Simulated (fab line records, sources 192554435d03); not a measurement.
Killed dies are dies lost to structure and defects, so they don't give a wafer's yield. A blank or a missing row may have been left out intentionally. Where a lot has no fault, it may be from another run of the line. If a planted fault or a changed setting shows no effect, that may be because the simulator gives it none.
Struck lot and sound lot, side by side | flow n5 finfet | 43 steps out of a route of 1938
Sound: the wafers L601.2, L601.4, L601.6. Struck: wafers L609.3, L609.6. (L609.5 of the same lot was not struck and is left out.) The cause comes at the end.
Per side, at each step with rows, come the tool, then ch with its chambers, and then its first start. Under that, the readings that differ: sound wafers | struck wafers | difference of the means | sigmas: that difference in standard deviations of wafers without a fault.
alike: a reading whose means differ by less than 2 such deviations, as well as words and numbers matching on both sides. not compared: withheld readings; readings where some wafer has no value; bounds like >300 that might hide an equal value; numbers whose values overlap and for which the record gives no deviation.
The two part at a step that has a row with sigmas, a row that says differs or no value, or rows on one side only. Non-overlapping numbers with no deviation appear without sigmas and do not part them. A reading that every wafer of one side lacks parts them only if that side has two wafers or more.

N5_STI_FIN_REVEAL_ALD_14: deposits Si3N4, target thk 3 nm.
  sound on ald sin-01 ch 0,1,3, day 3 18:16; struck on ald sin-03 ch 0, day 5 15:53
  alike: heater power w, susceptor temp C
then, 3 steps without rows for these wafers: N5_STI_FIN_REVEAL_FCVD_FILL_01 (material SiO2 flowable, target thk 312 nm, time 512.2 s); N5_STI_FIN_REVEAL_DENSIFY_02 (time 1800 s); N5_STI_FIN_REVEAL_CMP_04 (polishes, stops on Si3N4, t overpolish 4 s, target thk 131.83 nm).
N5_STI_FIN_REVEAL_THK_MEAS_05:
  struck on film metro-02, day 5 21:14; sound on film metro-02, day 3 23:37
  alike: thk nm
N5_STI_FIN_REVEAL_DENSIFY_30:
  sound on rtp anneal-01 ch 0, day 3 23:55; struck on rtp anneal-01 ch 0, day 5 21:20
  alike: lamp power pct, lamp_zone_6_pct
  not compared: wafer_temp_C_max
N5_STI_FIN_REVEAL_ETCHBACK_08: etches SiO2 in C4F6/O2, target depth 30.5 nm, time 10.167 s.
  sound on rie diel-05 ch 0,1,3, day 4 00:10; struck on rie diel-04 ch 0,1, day 5 21:39
  reading               | sound          | struck    | difference | sigmas
  oes product au (a.u.) | 0.81 0.87 0.87 | 0.69 0.69 | -0.16      | -2
  alike: chamber pressure mTorr, drypump motor current A, rf vpp V, showerhead plenum p Torr, throttle valve pct
  not compared: rf hours counter h
N5_STI_FIN_REVEAL_STRIP_24: strips in N2/H2, time 90 s.
  sound on rie diel-05 ch 0,1,3, day 4 00:12; struck on rie diel-04 ch 0,1, day 5 21:41
  reading                        | sound              | struck        | difference | sigmas
  chamber pressure mTorr (mTorr) | 99.83 99.90 100.10 | 100.08 100.18 | +0.19      | +2
  oes product au (a.u.)          | 0.81 0.85 0.87     | 0.70 0.69     | -0.15      | -2
  alike: drypump motor current A, rf vpp V, showerhead plenum p Torr, throttle valve pct
  not compared: rf hours counter h
then, 4 steps without rows for these wafers: N5_STI_FIN_REVEAL_PRECLEAN_25 (cleans in SPM, time 90 s); N5_STI_FIN_REVEAL_PRECLEAN_26 (cleans in SC1, time 45 s); N5_STI_FIN_REVEAL_PRECLEAN_29 (cleans in DHF, time 30 s); N5_STI_FIN_REVEAL_SRD_12 (time 30 s).
N5_STI_FIN_REVEAL_RECESS_09: chemistry HF/NH3, target SiO2, afs cycles 11, target depth 42.5 nm, sublimation time 60 s.
  sound on vapor etch-02 ch 0,1, day 4 00:25; struck on vapor etch-02 ch 0,1, day 5 22:26
  alike: drypump motor current A
then, 10 steps without rows for these wafers: N5_STI_FIN_REVEAL_STRIP_16 (strips SiNx in H3PO4, target depth 23.8 nm); N5_STI_FIN_REVEAL_PRECLEAN_17 (cleans in NF3:NH3, afs cycles 1, time 20 s, sublimation time 60 s); N5_STI_FIN_REVEAL_ETCH_34 (etches Si in H2, material Si, target depth 0.97 nm); N5_STI_FIN_REVEAL_OXIDATION_31 (chemistry O2 PLASMA REMOTE, time 20 s); N5_STI_FIN_REVEAL_PRECLEAN_32 (cleans in NF3:NH3, afs cycles 1, time 20 s, sublimation time 60 s); N5_STI_FIN_REVEAL_STRIP_35 (strips Si3N4 in H3PO4, target depth 4 nm, time 39 s); N5_STI_FIN_REVEAL_SRD_21 (time 30 s); N5_STI_FIN_REVEAL_OXIDATION_33 (chemistry O2 PLASMA REMOTE, time 20 s); N5_STI_FIN_REVEAL_CLEAN_19 (cleans in O3/DIW, time 120 s); N5_STI_FIN_REVEAL_SRD_23 (time 30 s).
N5_STI_FIN_REVEAL_CD_MEAS_22: target cd 6.238 nm, pitch 28 nm.
  struck on cd sem-02, day 6 00:57; sound on cd sem-03, day 4 03:05
  alike: cd nm
N5_STI_FIN_REVEAL_FIN_H_MEAS_10:
  struck on ocd-01, day 6 00:59; sound on ocd-02, day 4 03:07
  reading              | sound          | struck    | difference | sigmas
  trench depth nm (nm) | 52.2 52.0 51.5 | 58.2 58.1 | +6.3       | +11
then, 2 steps without rows for these wafers: N5_STI_FIN_REVEAL_PRECLEAN_18 (cleans in SC2, time 45 s); N5_STI_FIN_REVEAL_SRD_28 (time 30 s).
N5_STI_FIN_REVEAL_INSPECT_13: inspects for defects (darkfield).
  struck on defect inspect-01, day 6 01:04; sound on defect inspect-02, day 4 03:12
  alike: raw defect count
then, 2 steps without rows for these wafers: N5_DUMMY_GATE_PRECLEAN_00 (cleans in O3/DIW, time 60 s); N5_DUMMY_GATE_SRD_01 (time 30 s).
N5_DUMMY_GATE_ALD_02: deposits SiO2, target thk 2 nm, pulse time 1 s.
  sound on ald sin-04 ch 0,1,3, day 4 03:19; struck on ald sin-02 ch 0,3, day 6 01:10
  alike: heater power w, precursor pulse height rel, susceptor temp C
then, 4 steps without rows for these wafers: N5_DUMMY_GATE_CVD_03 (deposits a-Si from SiH4, target thk 150 nm, time 8042 s); N5_DUMMY_GATE_PRECLEAN_46 (cleans in DIW, time 89.5 s); N5_DUMMY_GATE_SRD_47 (dry time 32 s); N5_DUMMY_GATE_CMP_04 (polishes a-Si).
N5_DUMMY_GATE_THK_MEAS_05:
  struck on film metro-02, day 6 05:14; sound on film metro-02, day 4 07:25
  alike: thk nm
then, 6 steps without rows for these wafers: N5_DUMMY_GATE_HM_DEP_06 (deposits SiNx from DCS/NH3, target thk 80 nm, time 5141 s); N5_DUMMY_GATE_PECVD_30 (deposits SiO2 from TEOS/O2, target thk 55 nm, time 10.8 s); N5_DUMMY_GATE_COAT_34 (time 60 s, resist thk 60 nm); N5_DUMMY_GATE_COAT_35 (time 60 s, resist thk 10 nm); N5_DUMMY_GATE_COAT_28 (time 60 s, resist thk 10 nm); N5_DUMMY_GATE_COAT_09 (resist thk 30 nm).
-- the record jumps here: 8 days lie between the struck wafers' starts before and after (it left off in module DUMMY_GATE and takes up again in module BEOL_M4, whose first step shown is number 1111 of the route) --
N5_BEOL_M4_RC_MEAS_101:
  sound on prober-02 ch 0, day 10 10:40; struck on prober-01 ch 0, day 13 20:49
  reading       | sound          | struck    | difference | sigmas
  DIBL_N (mV/V) | 38.3 39.1 38.8 | 35.6 34.0 | -3.9       | -3
  DIBL_P (mV/V) | 38.0 39.0 38.6 | 36.3 34.5 | -3.1       | -2
  ION_N (uA/um) | 682 704 690    | 731 732   | +40        | +5
  ION_P (uA/um) | 475 481 470    | 494 496   | +20        | +3
  alike: IOFF_N, IOFF_P, SS_N, SS_P, VT_N, VT_P

== WHERE THEY PART ==
First at N5_STI_FIN_REVEAL_ETCHBACK_08; last, within this record, at N5_BEOL_M4_RC_MEAS_101.

WHY: what the simulator had put in
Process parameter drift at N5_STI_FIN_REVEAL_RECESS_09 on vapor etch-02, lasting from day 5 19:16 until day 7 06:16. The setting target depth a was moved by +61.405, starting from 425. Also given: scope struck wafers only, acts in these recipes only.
